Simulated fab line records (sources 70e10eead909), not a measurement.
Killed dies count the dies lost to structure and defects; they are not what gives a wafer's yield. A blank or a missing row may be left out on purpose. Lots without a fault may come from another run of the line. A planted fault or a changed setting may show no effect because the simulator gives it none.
fab line records :: flow nandHarc
record
  lots=14
  wafers=42
  lastDay=24
route steps=1159 shown A_ZERO_WELL@401 A_SOURCE_PLATE@416 A_ONON_D1@428 END@1159
lots that met no fault: taken from a fault-free run of the same line
startH: hours from the record's first day to the start of the lot's first wafer shown :: waitH: how many hours have passed since the lot's step before this one :: " same as the row above :: L1.1+2: a row that stands for several wafers :: - no value, or no start was given :: * or withheld: withheld :: < > ~ a bound
route shown NAME@n: names a module that has steps shown in the file, with the first one's number in the route :: usual: mean/standard deviation of fault-free wafers :: same: alike in all rows :: chamber/n: place in a boat :: sites: each site's reading :: _std_site: the standard deviation of these :: _edge_site: the outer-site mean with the inner-site mean subtracted :: radiusMm: for every site, how far away it sits from the centre of the wafer :: mask NAME#n: copy n :: behind: the most recent tool/chamber to have shaped the wafer :: hold: reason for holding the lot/hours on hold/outcome of the hold :: device: which transistor (n, p or np) failed to switch :: end of line: the same wafers' tests at the end of the route :: a step given without rows: its recipe and nothing more :: killed: count of dies lost to structure and defects at first sort (not the wafer's yield) :: map: the dies of a wafer, with x for killed, . for not killed, _ for no die there
set.NAME: setting as actually run; set.NAME@STEP: the setting as run at that earlier step :: model.NAME: the simulator's own value behind a step, which no gauge read
route steps across a sampled set of lots; one table per step, one row per wafer
services: the hour from which a tool's chamber was out of use, counted from the record's first day as startH (under 0 if before that day), plus the number of hours and why
## steps
# step NHARC_A_ZERO_WELL_CD_MEAS_10
# recipe
  targetCdNm=2000
  landingEnergyEv=500
# usual
  cdNm=2000.0/1.2
lot.wafer: L763.1
tool: cdSem-01
chamber: 0
startH: 133.21
waitH: -
cdNm: 2000.2

lot.wafer: L763.3
tool: cdSem-01
chamber: 0
startH: 133.21
waitH: -
cdNm: 1999.4

lot.wafer: L763.4
tool: cdSem-01
chamber: 0
startH: 133.21
waitH: -
cdNm: 1999.9

lot.wafer: L765.2
tool: cdSem-02
chamber: 0
startH: 149.47
waitH: -
cdNm: 2001.4

lot.wafer: L765.5
tool: cdSem-02
chamber: 0
startH: 149.47
waitH: -
cdNm: 2001.5

lot.wafer: L765.6
tool: cdSem-02
chamber: 0
startH: 149.47
waitH: -
cdNm: 2001.5

lot.wafer: L764.3
tool: cdSem-02
chamber: 0
startH: 150.44
waitH: -
cdNm: 2001.1

lot.wafer: L764.5
tool: cdSem-02
chamber: 0
startH: 150.44
waitH: -
cdNm: 2001.5

lot.wafer: L764.6
tool: cdSem-02
chamber: 0
startH: 150.44
waitH: -
cdNm: 2000.1

lot.wafer: L766.1
tool: cdSem-01
chamber: 0
startH: 155.69
waitH: -
cdNm: 2000.8

lot.wafer: L766.4
tool: cdSem-01
chamber: 0
startH: 155.69
waitH: -
cdNm: 2001.7

lot.wafer: L766.5
tool: cdSem-01
chamber: 0
startH: 155.69
waitH: -
cdNm: 2000.6

lot.wafer: L767.2
tool: cdSem-03
chamber: 0
startH: 156.72
waitH: -
cdNm: 1999.4

lot.wafer: L767.3
tool: cdSem-03
chamber: 0
startH: 156.72
waitH: -
cdNm: 2000.5

lot.wafer: L767.4
tool: cdSem-03
chamber: 0
startH: 156.72
waitH: -
cdNm: 1998.5

lot.wafer: L769.1
tool: cdSem-03
chamber: 0
startH: 177.82
waitH: -
cdNm: 1999.1

lot.wafer: L769.2
tool: cdSem-03
chamber: 0
startH: 177.82
waitH: -
cdNm: 1998.4

lot.wafer: L769.4
tool: cdSem-03
chamber: 0
startH: 177.82
waitH: -
cdNm: 1998.4

lot.wafer: L772.2
tool: cdSem-03
chamber: 0
startH: 195.55
waitH: -
cdNm: 2000.4

lot.wafer: L772.4
tool: cdSem-03
chamber: 0
startH: 195.55
waitH: -
cdNm: 1999.5

lot.wafer: L772.5
tool: cdSem-03
chamber: 0
startH: 195.55
waitH: -
cdNm: 1999.3

lot.wafer: L777.2
tool: cdSem-02
chamber: 0
startH: 221.16
waitH: -
cdNm: 2001.5

lot.wafer: L777.3
tool: cdSem-02
chamber: 0
startH: 221.16
waitH: -
cdNm: 1999.8

lot.wafer: L777.4
tool: cdSem-02
chamber: 0
startH: 221.16
waitH: -
cdNm: 2001.2

lot.wafer: L780.1
tool: cdSem-01
chamber: 0
startH: 242.88
waitH: -
cdNm: 2000.4

lot.wafer: L780.2
tool: cdSem-01
chamber: 0
startH: 242.88
waitH: -
cdNm: 1996.8

lot.wafer: L780.6
tool: cdSem-01
chamber: 0
startH: 242.88
waitH: -
cdNm: 2000.8

lot.wafer: L779.3
tool: cdSem-03
chamber: 0
startH: 243.89
waitH: -
cdNm: 1999.0

lot.wafer: L779.4
tool: cdSem-03
chamber: 0
startH: 243.89
waitH: -
cdNm: 2001.8

lot.wafer: L779.5
tool: cdSem-03
chamber: 0
startH: 243.89
waitH: -
cdNm: 2000.0

lot.wafer: L782.3
tool: cdSem-03
chamber: 0
startH: 252.97
waitH: -
cdNm: 2000.2

lot.wafer: L782.4
tool: cdSem-03
chamber: 0
startH: 252.97
waitH: -
cdNm: 1999.9

lot.wafer: L782.6
tool: cdSem-03
chamber: 0
startH: 252.97
waitH: -
cdNm: 1999.4

lot.wafer: L783.1
tool: cdSem-03
chamber: 0
startH: 260.58
waitH: -
cdNm: 1996.8

lot.wafer: L783.4
tool: cdSem-03
chamber: 0
startH: 260.58
waitH: -
cdNm: 2000.4

lot.wafer: L783.6
tool: cdSem-03
chamber: 0
startH: 260.58
waitH: -
cdNm: 2000.1

lot.wafer: L785.1
tool: cdSem-01
chamber: 0
startH: 263.41
waitH: -
cdNm: 1996.9

lot.wafer: L785.3
tool: cdSem-01
chamber: 0
startH: 263.41
waitH: -
cdNm: 1997.8

lot.wafer: L785.4
tool: cdSem-01
chamber: 0
startH: 263.41
waitH: -
cdNm: 1999.6

lot.wafer: L784.1
tool: cdSem-02
chamber: 0
startH: 264.62
waitH: -
cdNm: 2000.0

lot.wafer: L784.3
tool: cdSem-02
chamber: 0
startH: 264.62
waitH: -
cdNm: 2000.1

lot.wafer: L784.4
tool: cdSem-02
chamber: 0
startH: 264.62
waitH: -
cdNm: 2000.5
# step NHARC_A_SOURCE_PLATE_THK_MEAS_09
# recipe
  thkMeasGauge=ellipsometry
# usual
  thkNm=9.6/1.1
lot.wafer: L763.1
tool: filmMetro-01
chamber: -
startH: 143.31
waitH: 0.4
thkNm: 10.6

lot.wafer: L763.3
tool: filmMetro-01
chamber: -
startH: 143.31
waitH: 0.4
thkNm: 10.5

lot.wafer: L763.4
tool: filmMetro-01
chamber: -
startH: 143.31
waitH: 0.4
thkNm: 9.0

lot.wafer: L765.2
tool: filmMetro-01
chamber: -
startH: 158.91
waitH: 0.4
thkNm: 10.8

lot.wafer: L765.5
tool: filmMetro-01
chamber: -
startH: 158.91
waitH: 0.4
thkNm: 10.0

lot.wafer: L765.6
tool: filmMetro-01
chamber: -
startH: 158.91
waitH: 0.4
thkNm: 8.6

lot.wafer: L764.3
tool: filmMetro-02
chamber: -
startH: 158.91
waitH: 0.4
thkNm: 10.2

lot.wafer: L764.5
tool: filmMetro-02
chamber: -
startH: 158.91
waitH: 0.4
thkNm: 9.0

lot.wafer: L764.6
tool: filmMetro-02
chamber: -
startH: 158.91
waitH: 0.4
thkNm: 10.2

lot.wafer: L766.1
tool: filmMetro-01
chamber: -
startH: 164.60
waitH: 0.4
thkNm: 8.8

lot.wafer: L766.4
tool: filmMetro-01
chamber: -
startH: 164.60
waitH: 0.4
thkNm: 9.8

lot.wafer: L766.5
tool: filmMetro-01
chamber: -
startH: 164.60
waitH: 0.4
thkNm: 9.7

lot.wafer: L767.2
tool: filmMetro-02
chamber: -
startH: 164.62
waitH: 0.4
thkNm: 10.0

lot.wafer: L767.3
tool: filmMetro-02
chamber: -
startH: 164.62
waitH: 0.4
thkNm: 9.1

lot.wafer: L767.4
tool: filmMetro-02
chamber: -
startH: 164.62
waitH: 0.4
thkNm: 9.5

lot.wafer: L769.1
tool: filmMetro-02
chamber: -
startH: 186.11
waitH: 0.4
thkNm: 10.7

lot.wafer: L769.2
tool: filmMetro-02
chamber: -
startH: 186.11
waitH: 0.4
thkNm: 7.3

lot.wafer: L769.4
tool: filmMetro-02
chamber: -
startH: 186.11
waitH: 0.4
thkNm: 9.0

lot.wafer: L772.2
tool: filmMetro-02
chamber: -
startH: 204.16
waitH: 0.4
thkNm: 9.4

lot.wafer: L772.4
tool: filmMetro-02
chamber: -
startH: 204.16
waitH: 0.4
thkNm: 9.5

lot.wafer: L772.5
tool: filmMetro-02
chamber: -
startH: 204.16
waitH: 0.4
thkNm: 10.0

lot.wafer: L777.2
tool: filmMetro-01
chamber: -
startH: 230.06
waitH: 0.4
thkNm: 8.9

lot.wafer: L777.3
tool: filmMetro-01
chamber: -
startH: 230.06
waitH: 0.4
thkNm: 11.0

lot.wafer: L777.4
tool: filmMetro-01
chamber: -
startH: 230.06
waitH: 0.4
thkNm: 10.6

lot.wafer: L780.1
tool: filmMetro-01
chamber: -
startH: 252.91
waitH: 0.4
thkNm: 10.2

lot.wafer: L780.2
tool: filmMetro-01
chamber: -
startH: 252.91
waitH: 0.4
thkNm: 9.8

lot.wafer: L780.6
tool: filmMetro-01
chamber: -
startH: 252.91
waitH: 0.4
thkNm: 8.4

lot.wafer: L779.3
tool: filmMetro-01
chamber: -
startH: 252.92
waitH: 0.4
thkNm: 7.7

lot.wafer: L779.4
tool: filmMetro-01
chamber: -
startH: 252.92
waitH: 0.4
thkNm: 10.3

lot.wafer: L779.5
tool: filmMetro-01
chamber: -
startH: 252.92
waitH: 0.4
thkNm: 10.0

lot.wafer: L782.3
tool: filmMetro-02
chamber: -
startH: 261.86
waitH: 0.4
thkNm: 9.7

lot.wafer: L782.4
tool: filmMetro-02
chamber: -
startH: 261.86
waitH: 0.4
thkNm: 8.8

lot.wafer: L782.6
tool: filmMetro-02
chamber: -
startH: 261.86
waitH: 0.4
thkNm: 10.5

lot.wafer: L783.1
tool: filmMetro-02
chamber: -
startH: 269.32
waitH: 0.4
thkNm: 9.4

lot.wafer: L783.4
tool: filmMetro-02
chamber: -
startH: 269.32
waitH: 0.4
thkNm: 11.7

lot.wafer: L783.6
tool: filmMetro-02
chamber: -
startH: 269.32
waitH: 0.4
thkNm: 9.4

lot.wafer: L785.1
tool: filmMetro-02
chamber: -
startH: 272.50
waitH: 0.4
thkNm: 10.8

lot.wafer: L785.3
tool: filmMetro-02
chamber: -
startH: 272.50
waitH: 0.4
thkNm: 8.4

lot.wafer: L785.4
tool: filmMetro-02
chamber: -
startH: 272.50
waitH: 0.4
thkNm: 7.4

lot.wafer: L784.1
tool: filmMetro-01
chamber: -
startH: 272.52
waitH: 0.4
thkNm: 10.6

lot.wafer: L784.3
tool: filmMetro-01
chamber: -
startH: 272.52
waitH: 0.4
thkNm: 9.2

lot.wafer: L784.4
tool: filmMetro-01
chamber: -
startH: 272.52
waitH: 0.4
thkNm: 8.6
# step NHARC_A_ONON_D1_DEP_06
# recipe
  targetThkA=10000
  n2FlowSccm=2750
  n2oFlowSccm=2000
  nh3FlowSccm=500
  sih4FlowSccm=210
  tempC=400
lot.wafer: L763.1+3+4
tool: pecvdOnon-01
chamber: 0
startH: 158.97
waitH: 0.1

lot.wafer: L765.2+5+6
tool: pecvdOnon-04
chamber: 0
startH: 173.11
waitH: 0.1

lot.wafer: L764.3+5+6
tool: pecvdOnon-01
chamber: 0
startH: 173.14
waitH: 0.2

lot.wafer: L766.1+4+5
tool: pecvdOnon-01
chamber: 0
startH: 178.91
waitH: 0.1

lot.wafer: L767.2+3+4
tool: pecvdOnon-03
chamber: 0
startH: 178.93
waitH: 0.1

lot.wafer: L769.1+2+4
tool: pecvdOnon-04
chamber: 0
startH: 201.55
waitH: 0.1

lot.wafer: L772.2+4+5
tool: pecvdOnon-01
chamber: 0
startH: 219.45
waitH: 0.1

lot.wafer: L777.2+3+4
tool: pecvdOnon-03
chamber: 0
startH: 244.99
waitH: 0.7

lot.wafer: L780.1+2+6
tool: pecvdOnon-04
chamber: 0
startH: 267.39
waitH: 0.1

lot.wafer: L779.3+4+5
tool: pecvdOnon-03
chamber: 0
startH: 267.51
waitH: 0.2

lot.wafer: L782.3+4+6
tool: pecvdOnon-03
chamber: 0
startH: 277.23
waitH: 0.2

lot.wafer: L783.1+4+6
tool: pecvdOnon-04
chamber: 0
startH: 283.90
waitH: 0.1

lot.wafer: L784.1+3+4
tool: pecvdOnon-01
chamber: 0
startH: 283.92
waitH: 0.1

lot.wafer: L785.1+3+4
tool: pecvdOnon-03
chamber: 0
startH: 283.93
waitH: 0.1
# step NHARC_A_ONON_D1_THK_MEAS_08
# recipe
  thkMeasGauge=ellipsometry
# usual
  thkNm=1000/13
lot.wafer: L763.1
tool: filmMetro-01
chamber: -
startH: 159.50
waitH: -
thkNm: 977

lot.wafer: L763.3
tool: filmMetro-01
chamber: -
startH: 159.50
waitH: -
thkNm: 982

lot.wafer: L763.4
tool: filmMetro-01
chamber: -
startH: 159.50
waitH: -
thkNm: 979

lot.wafer: L764.3
tool: filmMetro-01
chamber: -
startH: 173.53
waitH: -
thkNm: 986

lot.wafer: L764.5
tool: filmMetro-01
chamber: -
startH: 173.53
waitH: -
thkNm: 987

lot.wafer: L764.6
tool: filmMetro-01
chamber: -
startH: 173.53
waitH: -
thkNm: 985

lot.wafer: L765.2
tool: filmMetro-02
chamber: -
startH: 173.56
waitH: -
thkNm: 1023

lot.wafer: L765.5
tool: filmMetro-02
chamber: -
startH: 173.56
waitH: -
thkNm: 1024

lot.wafer: L765.6
tool: filmMetro-02
chamber: -
startH: 173.56
waitH: -
thkNm: 1021

lot.wafer: L767.2
tool: filmMetro-02
chamber: -
startH: 179.41
waitH: -
thkNm: 1010

lot.wafer: L767.3
tool: filmMetro-02
chamber: -
startH: 179.41
waitH: -
thkNm: 1010

lot.wafer: L767.4
tool: filmMetro-02
chamber: -
startH: 179.41
waitH: -
thkNm: 1011

lot.wafer: L766.1
tool: filmMetro-01
chamber: -
startH: 179.44
waitH: -
thkNm: 1803

lot.wafer: L766.4
tool: filmMetro-01
chamber: -
startH: 179.44
waitH: -
thkNm: 1805

lot.wafer: L766.5
tool: filmMetro-01
chamber: -
startH: 179.44
waitH: -
thkNm: 1803

lot.wafer: L769.1
tool: filmMetro-02
chamber: -
startH: 202.06
waitH: -
thkNm: 993

lot.wafer: L769.2
tool: filmMetro-02
chamber: -
startH: 202.06
waitH: -
thkNm: 994

lot.wafer: L769.4
tool: filmMetro-02
chamber: -
startH: 202.06
waitH: -
thkNm: 996

lot.wafer: L772.2
tool: filmMetro-02
chamber: -
startH: 219.91
waitH: -
thkNm: 1812

lot.wafer: L772.4
tool: filmMetro-02
chamber: -
startH: 219.91
waitH: -
thkNm: 1812

lot.wafer: L772.5
tool: filmMetro-02
chamber: -
startH: 219.91
waitH: -
thkNm: 1814

lot.wafer: L777.2
tool: filmMetro-02
chamber: -
startH: 245.44
waitH: -
thkNm: 1009

lot.wafer: L777.3
tool: filmMetro-02
chamber: -
startH: 245.44
waitH: -
thkNm: 1008

lot.wafer: L777.4
tool: filmMetro-02
chamber: -
startH: 245.44
waitH: -
thkNm: 1010

lot.wafer: L780.1
tool: filmMetro-02
chamber: -
startH: 267.90
waitH: -
thkNm: 994

lot.wafer: L780.2
tool: filmMetro-02
chamber: -
startH: 267.90
waitH: -
thkNm: 996

lot.wafer: L780.6
tool: filmMetro-02
chamber: -
startH: 267.90
waitH: -
thkNm: 996

lot.wafer: L779.3
tool: filmMetro-01
chamber: -
startH: 267.90
waitH: -
thkNm: 1001

lot.wafer: L779.4
tool: filmMetro-01
chamber: -
startH: 267.90
waitH: -
thkNm: 1000

lot.wafer: L779.5
tool: filmMetro-01
chamber: -
startH: 267.90
waitH: -
thkNm: 1003

lot.wafer: L782.3
tool: filmMetro-01
chamber: -
startH: 277.63
waitH: -
thkNm: 988

lot.wafer: L782.4
tool: filmMetro-01
chamber: -
startH: 277.63
waitH: -
thkNm: 989

lot.wafer: L782.6
tool: filmMetro-01
chamber: -
startH: 277.63
waitH: -
thkNm: 989

lot.wafer: L783.1
tool: filmMetro-01
chamber: -
startH: 284.41
waitH: -
thkNm: 1010

lot.wafer: L783.4
tool: filmMetro-01
chamber: -
startH: 284.41
waitH: -
thkNm: 1011

lot.wafer: L783.6
tool: filmMetro-01
chamber: -
startH: 284.41
waitH: -
thkNm: 1011

lot.wafer: L784.1
tool: filmMetro-02
chamber: -
startH: 284.43
waitH: -
thkNm: 999

lot.wafer: L784.3
tool: filmMetro-02
chamber: -
startH: 284.43
waitH: -
thkNm: 999

lot.wafer: L784.4
tool: filmMetro-02
chamber: -
startH: 284.43
waitH: -
thkNm: 998

lot.wafer: L785.1
tool: filmMetro-01
chamber: -
startH: 284.44
waitH: -
thkNm: 956

lot.wafer: L785.3
tool: filmMetro-01
chamber: -
startH: 284.44
waitH: -
thkNm: 958

lot.wafer: L785.4
tool: filmMetro-01
chamber: -
startH: 284.44
waitH: -
thkNm: 957
# step NHARC_END_SORT_01
# recipe
  tempC=25
# usual
  killedAtArray=27/10
  killedAtOther=0.6/1
  killedAtPeriphery=3.4/2.7
  killedDies=31/9.7
  killedOpen=3.4/1.7
  killedShort=2.2/1.5
# same
  grossDies=677
lot.wafer: L766.1
tool: prober-01
chamber: 0
startH: 465.92
waitH: 2.5
killedAtArray: 673
killedAtOther: 0
killedAtPeriphery: 4
killedDies: 677
killedOpen: 3
killedShort: 4

lot.wafer: L766.4
tool: prober-01
chamber: 0
startH: 468.31
waitH: 3.4
killedAtArray: 673
killedAtOther: 1
killedAtPeriphery: 3
killedDies: 677
killedOpen: 2
killedShort: 1

lot.wafer: L766.5
tool: prober-01
chamber: 0
startH: 469.11
waitH: 3.7
killedAtArray: 675
killedAtOther: 0
killedAtPeriphery: 2
killedDies: 677
killedOpen: 2
killedShort: 3

lot.wafer: L772.2
tool: prober-01
chamber: 0
startH: 511.18
waitH: 2.8
killedAtArray: 670
killedAtOther: 3
killedAtPeriphery: 4
killedDies: 677
killedOpen: 2
killedShort: 2

lot.wafer: L772.4
tool: prober-01
chamber: 0
startH: 512.79
waitH: 3.4
killedAtArray: 668
killedAtOther: 4
killedAtPeriphery: 5
killedDies: 677
killedOpen: 3
killedShort: 3

lot.wafer: L772.5
tool: prober-01
chamber: 0
startH: 513.59
waitH: 3.7
killedAtArray: 671
killedAtOther: 0
killedAtPeriphery: 6
killedDies: 677
killedOpen: 7
killedShort: 2

lot.wafer: L777.2
tool: prober-01
chamber: 0
startH: 541.44
waitH: 2.8
killedAtArray: 19
killedAtOther: 0
killedAtPeriphery: 2
killedDies: 21
killedOpen: 1
killedShort: 1

lot.wafer: L777.3
tool: prober-01
chamber: 0
startH: 542.25
waitH: 3.1
killedAtArray: 35
killedAtOther: 0
killedAtPeriphery: 3
killedDies: 38
killedOpen: 4
killedShort: 0

lot.wafer: L777.4
tool: prober-01
chamber: 0
startH: 543.06
waitH: 3.4
killedAtArray: 22
killedAtOther: 0
killedAtPeriphery: 2
killedDies: 24
killedOpen: 2
killedShort: 2

lot.wafer: L780.1
tool: prober-01
chamber: 0
startH: 554.90
waitH: 2.5
killedAtArray: 45
killedAtOther: 0
killedAtPeriphery: 0
killedDies: 45
killedOpen: 2
killedShort: 3

lot.wafer: L780.2
tool: prober-01
chamber: 0
startH: 555.72
waitH: 2.8
killedAtArray: 40
killedAtOther: 0
killedAtPeriphery: 0
killedDies: 40
killedOpen: 1
killedShort: 1

lot.wafer: L780.6
tool: prober-01
chamber: 0
startH: 558.96
waitH: 4.1
killedAtArray: 48
killedAtOther: 0
killedAtPeriphery: 0
killedDies: 48
killedOpen: 6
killedShort: 0
# killed by level:class
L766.1 A_ONON_D1:areaDep=645 A_SLIT:chamberFilmFlake=8 A_STAIRCASE:chamberFilmFlake=7 A_WL_FILL:chamberFilmFlake=5 A_CONTACT:chamberFilmFlake=2 P_GATE:geometricParticle:open=1 P_M1:geometricParticle:open=1 P_M1:geometricParticle:short=1
L766.4 A_ONON_D1:areaDep=646 A_WL_FILL:chamberFilmFlake=9 A_STAIRCASE:chamberFilmFlake=7 A_SLIT:chamberFilmFlake=5 A_CHANNEL_HOLE_D1:chamberFilmFlake=4 A_WL_FILL:geometricParticle:short=1 A_M0:geometricParticle:open=1 P_ZERO_WELL:chamberFilmFlake=1
L766.5 A_ONON_D1:areaDep=650 A_SLIT:chamberFilmFlake=13 A_STAIRCASE:chamberFilmFlake=4 A_CHANNEL_FILL_D1:geometricParticle:short=2 A_CHANNEL_HOLE_D1:chamberFilmFlake=2 P_GATE:geometricParticle:open=1 A_CONTACT:geometricParticle:short=1 A_BLC:geometricParticle:open=1
L772.2 A_ONON_D1:areaDep=659 A_CHANNEL_HOLE_D1:chamberFilmFlake=4 P_ZERO_WELL:chamberFilmFlake=3 A_CONTACT:chamberFilmFlake=2 THIN_TSV:chamberFilmFlake=2 P_CONTACT:geometricParticle:open=1 A_CHANNEL_FILL_D1:geometricParticle:short=1 A_BLC:geometricParticle:short=1
L772.4 A_ONON_D1:areaDep=656 A_CHANNEL_HOLE_D1:chamberFilmFlake=4 THIN_TSV:chamberFilmFlake=4 P_ZERO_WELL:chamberFilmFlake=2 P_M2:chamberFilmFlake=2 A_CONTACT:chamberFilmFlake=2 P_M2:geometricParticle:open=1 A_ONON_D1:geometricParticle:short=1
L772.5 A_ONON_D1:areaDep=653 A_CHANNEL_HOLE_D1:chamberFilmFlake=5 A_CONTACT:chamberFilmFlake=4 P_CONTACT:geometricParticle:open=3 A_ONON_D1:geometricParticle:open=2 A_CHANNEL_FILL_D1:chamberFilmFlake=2 A_ONON_D1:geometricParticle:short=1 A_WL_FILL:geometricParticle:short=1
L777.2 A_SLIT:chamberFilmFlake=13 A_CONTACT:chamberFilmFlake=3 A_WL_FILL:geometricParticle:short=1 A_WL_FILL:geometricParticle:open=1 P_ZERO_WELL:chamberFilmFlake=1 P_GATE:chamberFilmFlake=1 A_CHANNEL_HOLE_D1:chamberFilmFlake=1
L777.3 A_SLIT:chamberFilmFlake=18 A_CHANNEL_HOLE_D1:chamberFilmFlake=8 A_CONTACT:chamberFilmFlake=5 P_M0:geometricParticle:open=2 A_ONON_D1:geometricParticle:open=1 A_CONTACT:geometricParticle:open=1 P_GATE:chamberFilmFlake=1 A_CHANNEL_FILL_D1:chamberFilmFlake=1
L777.4 A_SLIT:chamberFilmFlake=15 A_CHANNEL_HOLE_D1:chamberFilmFlake=4 P_CONTACT:geometricParticle:open=1 P_M2:geometricParticle:short=1 A_WL_FILL:geometricParticle:short=1 A_M0:geometricParticle:open=1 A_STAIRCASE:chamberFilmFlake=1
L780.1 A_CHANNEL_HOLE_D1:chamberFilmFlake=17 A_SLIT:chamberFilmFlake=13 A_SGD_CUT:chamberFilmFlake=5 A_CHANNEL_FILL_D1:chamberFilmFlake=2 A_CONTACT:chamberFilmFlake=2 A_ONON_D1:geometricParticle:short=1 A_CHANNEL_FILL_D1:geometricParticle:short=1 A_CONTACT:geometricParticle:short=1
L780.2 A_CHANNEL_HOLE_D1:chamberFilmFlake=18 A_SLIT:chamberFilmFlake=14 A_CONTACT:chamberFilmFlake=3 A_SGD_CUT:chamberFilmFlake=2 A_CONTACT:geometricParticle:open=1 A_M0:geometricParticle:short=1 A_STAIRCASE:chamberFilmFlake=1
L780.6 A_CHANNEL_HOLE_D1:chamberFilmFlake=22 A_SLIT:chamberFilmFlake=18 A_CHANNEL_FILL_D1:geometricParticle:open=5 A_BLC:geometricParticle:open=1 A_STAIRCASE:chamberFilmFlake=1 A_SGD_CUT:chamberFilmFlake=1
## services
tool: pecvdOnon-03
chamber: -
startH: 153.08
hours: 13.0
kind: pm

tool: pecvdOnon-01
chamber: -
startH: 195.11
hours: 13.0
kind: pm

tool: pecvdOnon-04
chamber: -
startH: 237.57
hours: 13.0
kind: pm
## key
firstSign
  step=NHARC_A_ONON_D1_THK_MEAS_08
  reading=thkNm
  direction=up
  sigmas=60
  usual=1000
  struck=1808
effect
  step=NHARC_END_SORT_01
  reading=killedDies
  direction=up
  sigmas=67
  usual=31
  struck=677
moreKillsBornAt
  NHARC_A_ONON_D1_DEP_06@pecvdOnon-01=3909
metAt NHARC_A_ONON_D1_DEP_06
struckLots L766,L772
laterRowsLeftOut L766.1,L766.4,L766.5,L772.2,L772.4,L772.5
testerLeftOut L766,L772
notActingAt NHARC_A_ZERO_WELL_CD_MEAS_10,NHARC_A_SOURCE_PLATE_THK_MEAS_09
onsetBetween 173.14 178.91
fault
  kind=processParameterDrift
  tool=pecvdOnon-01
  chamber=-
  onsetH=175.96
  steps=NHARC_A_ONON_D1_DEP_06
  channel=targetThkA
  offset=*
  shape=step
  endH=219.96
  actsIn=*
  stated=*
# testerLeftOut: of these lots the tester's yield and bins aren't shown, on N5 and GAA mostly nor the transistor test; their killed dies are dies lost to structure and defects alone, not to doping, threshold or leakage, so they don't give the yield
# laterRowsLeftOut: the simulator's readings of these wafers behind a module that went badly wrong aren't trusted and aren't shown, but for the sort
